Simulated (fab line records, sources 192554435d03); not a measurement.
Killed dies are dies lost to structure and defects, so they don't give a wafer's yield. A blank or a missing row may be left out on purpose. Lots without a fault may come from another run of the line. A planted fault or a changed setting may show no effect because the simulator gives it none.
Which tool did it? | flow n5_finfet | 11 lots, 33 wafers sampled, at 4 steps of a route of 1938

WHAT THE GAUGES READ, wafer by wafer
The record holds no reading of a measuring or inspecting step that can be judged against a usual standard deviation.

WHICH TOOL RAN EACH LOT (tool, then ch and the chambers of the sampled wafers, then the start)
lot  | N5_BEOL_M11_CURE_71           | N5_BEOL_M11_HM_DEP_02        | N5_BEOL_M11_STRIP_67               | N5_BEOL_M11_VIA_ETCH_34
L193 | uv_cure-01 ch 2, day 10 01:35 | pvd_sputter-02, day 10 04:06 | rie_diel-05 ch 0,1,2, day 10 05:13 | rie_diel-02 ch 0,3, day 10 06:22
L192 | uv_cure-03 ch 1, day 10 10:26 | pvd_sputter-01, day 10 13:11 | rie_diel-05 ch 1,2,3, day 10 13:59 | rie_diel-05 ch 2,3, day 10 19:40
L194 | uv_cure-03 ch 1, day 10 12:16 | pvd_sputter-03, day 10 13:33 | rie_diel-02 ch 0,3, day 10 14:23   | rie_diel-04 ch 0,2, day 10 18:53
L198 | uv_cure-03 ch 1, day 12 03:27 | pvd_sputter-01, day 12 05:28 | rie_diel-04 ch 0,1,3, day 12 06:16 | rie_diel-05 ch 0,2,3, day 12 10:17
L201 | uv_cure-03 ch 1, day 12 21:56 | pvd_sputter-03, day 13 00:12 | rie_diel-02 ch 0,1,3, day 13 01:01 | rie_diel-02 ch 1,3, day 13 01:58
L200 | uv_cure-01 ch 0, day 12 22:22 | pvd_sputter-02, day 13 00:32 | rie_diel-05 ch 1,2, day 13 01:20   | rie_diel-05 ch 2,3, day 13 02:16
L210 | uv_cure-01 ch 2, day 15 13:41 | pvd_sputter-03, day 15 14:38 | rie_diel-02 ch 2,3, day 15 15:20   | rie_diel-04 ch 0,2,3, day 15 16:19
L213 | uv_cure-02 ch 2, day 15 16:02 | pvd_sputter-01, day 15 17:27 | rie_diel-04 ch 1,2,3, day 15 18:16 | rie_diel-02 ch 0,1,2, day 15 20:41
L212 | uv_cure-01 ch 2, day 15 22:40 | pvd_sputter-02, day 16 00:02 | rie_diel-02 ch 0,1,2, day 16 00:43 | rie_diel-04 ch 0,2,3, day 16 02:59
L211 | uv_cure-02 ch 2, day 15 22:59 | pvd_sputter-02, day 16 00:08 | rie_diel-05 ch 1,2, day 16 00:56   | rie_diel-02 ch 1,3, day 16 02:31
L214 | uv_cure-02 ch 0, day 16 18:56 | pvd_sputter-03, day 16 20:53 | rie_diel-04 ch 0,1,2, day 16 21:34 | rie_diel-05 ch 0,1,2, day 16 22:25
- N5_BEOL_M11_CURE_71: cures SiCOH lowk, time 240 s.
- N5_BEOL_M11_HM_DEP_02: deposits TiN, target thk 20 nm.
- N5_BEOL_M11_STRIP_67: strips in CF4.
- N5_BEOL_M11_VIA_ETCH_34: etches SiCOH lowk in C4F6/O2, target depth 184.5 nm, time 69.2 s.

WHAT THE TOOLS THEMSELVES READ (means of the sampled wafers that have a number; where no wafer has one, the mark that the record gives instead)
N5_BEOL_M11_CURE_71.
lot  | tool       | lamp_power_pct (%) | wafer_temp_C_max
L193 | uv_cure-01 | 52.35              | 386.9
L192 | uv_cure-03 | 52.31              | 386.9
L194 | uv_cure-03 | 52.34              | 387.2
L198 | uv_cure-03 | 52.28              | 387.0
L201 | uv_cure-03 | 52.26              | 387.1
L200 | uv_cure-01 | 52.26              | 386.5
L210 | uv_cure-01 | 52.37              | 387.4
L213 | uv_cure-02 | 52.30              | 386.6
L212 | uv_cure-01 | 52.34              | 386.8
L211 | uv_cure-02 | 52.33              | 386.6
L214 | uv_cure-02 | 52.32              | 386.8

N5_BEOL_M11_HM_DEP_02.
lot  | tool           | throttle_valve_pct (%)
L193 | pvd_sputter-02 | 29.4
L192 | pvd_sputter-01 | 30.4
L194 | pvd_sputter-03 | 29.9
L198 | pvd_sputter-01 | 30.7
L201 | pvd_sputter-03 | 30.3
L200 | pvd_sputter-02 | 29.2
L210 | pvd_sputter-03 | 30.0
L213 | pvd_sputter-01 | 30.0
L212 | pvd_sputter-02 | 29.2
L211 | pvd_sputter-02 | 28.9
L214 | pvd_sputter-03 | 30.0

N5_BEOL_M11_STRIP_67.
lot  | tool        | drypump_motor_current_A (A) | oes_product_au (a.u.) | rf_vpp_V (V) | showerhead_plenum_p_Torr (Torr) | throttle_valve_pct (%)
L193 | rie_diel-05 | 5.8                         | 0.78                  | 270.7        | 1.78                            | 13.55
L192 | rie_diel-05 | 6.1                         | 0.81                  | 270.6        | 1.74                            | 13.52
L194 | rie_diel-02 | 5.5                         | 0.90                  | 273.4        | 1.87                            | 13.41
L198 | rie_diel-04 | 5.4                         | 0.91                  | 272.3        | 1.86                            | 13.28
L201 | rie_diel-02 | 5.9                         | 0.85                  | 270.7        | 1.81                            | 13.49
L200 | rie_diel-05 | 5.9                         | 0.79                  | 269.9        | 1.74                            | 13.57
L210 | rie_diel-02 | 6.6                         | 0.75                  | 272.2        | 1.78                            | 13.84
L213 | rie_diel-04 | 5.5                         | 0.88                  | 272.1        | 1.85                            | 13.19
L212 | rie_diel-02 | 6.0                         | 0.84                  | 272.0        | 1.82                            | 13.59
L211 | rie_diel-05 | 6.1                         | 0.80                  | 269.7        | 1.75                            | 13.63
L214 | rie_diel-04 | 5.5                         | 0.88                  | 271.6        | 1.82                            | 13.32

N5_BEOL_M11_VIA_ETCH_34.
lot  | tool        | drypump_motor_current_A (A) | oes_product_au (a.u.) | rf_fwd_power_W (W) | rf_vpp_V (V) | showerhead_plenum_p_Torr (Torr) | throttle_valve_pct (%)
L193 | rie_diel-02 | 6.0                         | 0.84                  | 342.0              | 661          | 2.89                            | 20.85
L192 | rie_diel-05 | 6.4                         | 0.84                  | 343.2              | 655          | 2.77                            | 20.84
L194 | rie_diel-04 | 5.5                         | 0.86                  | 341.6              | 669          | 2.91                            | 21.02
L198 | rie_diel-05 | 6.1                         | 0.81                  | 424.1              | 590          | 2.81                            | 20.84
L201 | rie_diel-02 | 6.3                         | 0.81                  | 344.3              | 666          | 2.82                            | 21.00
L200 | rie_diel-05 | 6.4                         | 0.84                  | 424.5              | 594          | 2.74                            | 20.83
L210 | rie_diel-04 | 5.5                         | 0.89                  | 341.6              | 660          | 2.94                            | 20.75
L213 | rie_diel-02 | 6.0                         | 0.84                  | 342.2              | 661          | 2.88                            | 20.93
L212 | rie_diel-04 | 5.5                         | 0.88                  | 341.4              | 661          | 2.94                            | 20.76
L211 | rie_diel-02 | 6.3                         | 0.79                  | 343.5              | 665          | 2.81                            | 21.03
L214 | rie_diel-05 | 5.9                         | 0.82                  | 342.2              | 651          | 2.80                            | 20.77

THE ANSWER, worked out from the rows above alone
Rule: what is usual is taken from the lots themselves. Put in order of their means at a reading, lots are off if they are a third of the lots or fewer, leave a main group of 4 or more, and stand apart from it by a gap of 3 or more times the standard deviation of the main group's means; of several such gaps the widest counts. A main group whose means are all the same, to the digits that the tables above print for the reading, isn't used. A lot without any number at a reading at which 4 lots or more have one is off too. The other lots that the step has rows for count as sound. The gauges are gone through in route order, then the tools' own readings, and for those a lot's mean is taken as printed above. The first step at which some lot is off is used, and at that step the reading that is off furthest; a lot without a number counts as furthest.
Off: L198, L200, at N5_BEOL_M11_VIA_ETCH_34 (rf_fwd_power_W). The main group: mean 342.4 W, standard deviation 0.94.
A tool fits if, at that step or a process step before it, it ran every lot that is off, and no sound lot after the first of them. None of those tried fits.

WHAT THE SIMULATOR HAD PUT IN
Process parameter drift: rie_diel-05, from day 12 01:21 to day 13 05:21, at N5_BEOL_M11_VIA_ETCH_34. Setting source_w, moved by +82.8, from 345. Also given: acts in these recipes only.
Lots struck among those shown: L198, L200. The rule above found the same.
